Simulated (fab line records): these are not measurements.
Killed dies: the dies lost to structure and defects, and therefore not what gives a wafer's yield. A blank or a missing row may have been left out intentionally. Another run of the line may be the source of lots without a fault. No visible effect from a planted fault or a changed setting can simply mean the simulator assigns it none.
Split-lot trial | flow n5 finfet | 21 wafers read from 7 lots, route of 1938 steps

## THE SPLIT ITSELF
At N5_BEOL_M9_ETCH_66 (etches SOC in N2/H2, target depth 80 nm, overetch 16 nm, time 120 s), the setting time s was moved away from the recipe's 120 s on 7 of the 21 wafers read, by -17.6% to +16.2%. All remaining wafers had this setting at the recipe value.

The reading comes from the split's own step.

## THE READING
SiARC_of_BEOL_M9_COAT_64.thk nm (the simulator's own value, which no gauge read), in nm, at N5_BEOL_M9_ETCH_66 (etches SOC in N2/H2, target depth 80 nm, overetch 16 nm, time 120 s). The file gives no usual value for it. The 14 wafers here that ran the recipe average 6.3 nm, standard deviation 0.16 nm.

wafer  | tool, chamber at the split | time s as run, s | against the recipe | SiARC_of_BEOL_M9_COAT_64.thk nm, nm | against lot-mates on the recipe
L075.3 | rie diel-01, 0             | 98.86            | -17.6%             | 7.4                                 | +0.8
L075.5 | rie diel-01, 0             | 98.86            | -17.6%             | 7.4                                 | +0.8
L075.4 | rie diel-01, 3             | 120              | recipe             | 6.6                                 | -
L076.1 | rie diel-06, 0,1,1         | 120              | recipe             | 6.2                                 | -
L076.4 | rie diel-06, 0,1,1         | 120              | recipe             | 6.2                                 | -
L076.6 | rie diel-06, 0,1,1         | 120              | recipe             | 6.2                                 | -
L077.2 | rie diel-06, 1             | 129.7            | +8.1%              | 5.6                                 | -0.8
L077.3 | rie diel-06, 2             | 120              | recipe             | 6.4                                 | -
L077.6 | rie diel-06, 2             | 129.7            | +8.1%              | 5.8                                 | -0.6
L078.1 | rie diel-06, 1,3           | 120              | recipe             | 6.2                                 | -
L078.5 | rie diel-06, 1,3           | 120              | recipe             | 6.2                                 | -
L078.3 | rie diel-06, 0             | 120              | recipe             | 6.4                                 | -
L082.1 | rie diel-02, 0             | 120              | recipe             | 6.2                                 | -
L082.3 | rie diel-02, 1             | 100              | -16.7%             | 7.4                                 | +1.0
L082.5 | rie diel-02, 1             | 120              | recipe             | 6.6                                 | -
L089.2 | rie diel-02, 2             | 139.4            | +16.2%             | 5.8                                 | -0.8
L089.4 | rie diel-02, 0             | 139.4            | +16.2%             | 5.2                                 | -1.4
L089.6 | rie diel-02, 1             | 120              | recipe             | 6.6                                 | -
L090.2 | rie diel-06, 2             | 120              | recipe             | 6.4                                 | -
L090.6 | rie diel-06, 2             | 120              | recipe             | 6.4                                 | -
L090.5 | rie diel-06, 1             | 120              | recipe             | 6.2                                 | -
Where a row lists several chambers, the file gives one row for several wafers and doesn't say which wafer went through which chamber.

THE FIT
A straight line over all 21 wafers: SiARC_of_BEOL_M9_COAT_64.thk nm changes by -0.0596 nm for each +1% of time s; r = -0.95; the points scatter about the line by 0.18 nm.
The same after taking each lot's own level away (the mean of its wafers on the recipe; 21 wafers): -0.0592 nm for each +1%; r = -0.96; scatter 0.17 nm.
On that fit, the largest move of time s shifts the reading by 1 nm.
The lots' own levels span 6.20 to 6.60 nm, that is 2.5 times the standard deviation above.
Hence the lot-to-lot level has little effect on the slope; both slopes agree.
Check: for one of the wafers moved furthest among these (-17.6%), held out of the fit, the line's prediction against its lot-mates is +1.05 nm. Against them it came out at +0.8 nm.

## FURTHER SPLITS ON THESE WAFERS
Note: prior to the reading, these wafers also went through further splits. Each is held against what the fit with the lots' levels taken away leaves over:
other split on the same wafers | wafers away from the commonest value | r with SiARC_of_BEOL_M9_COAT_64.thk nm (lot level and that fit taken away)
N5_BEOL_M7_COAT_05 spin rpm    | 7                                    | +0.00
N5_BEOL_M8_DESCUM_33 time s    | 7                                    | +0.18
N5_BEOL_M9_EXPOSE_25 dose mj   | 5                                    | +0.30

## FILE'S OWN FIT
SiARC_of_BEOL_M9_COAT_64.thk nm changes by -0.0592 nm for each +1% of time s, r = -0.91.
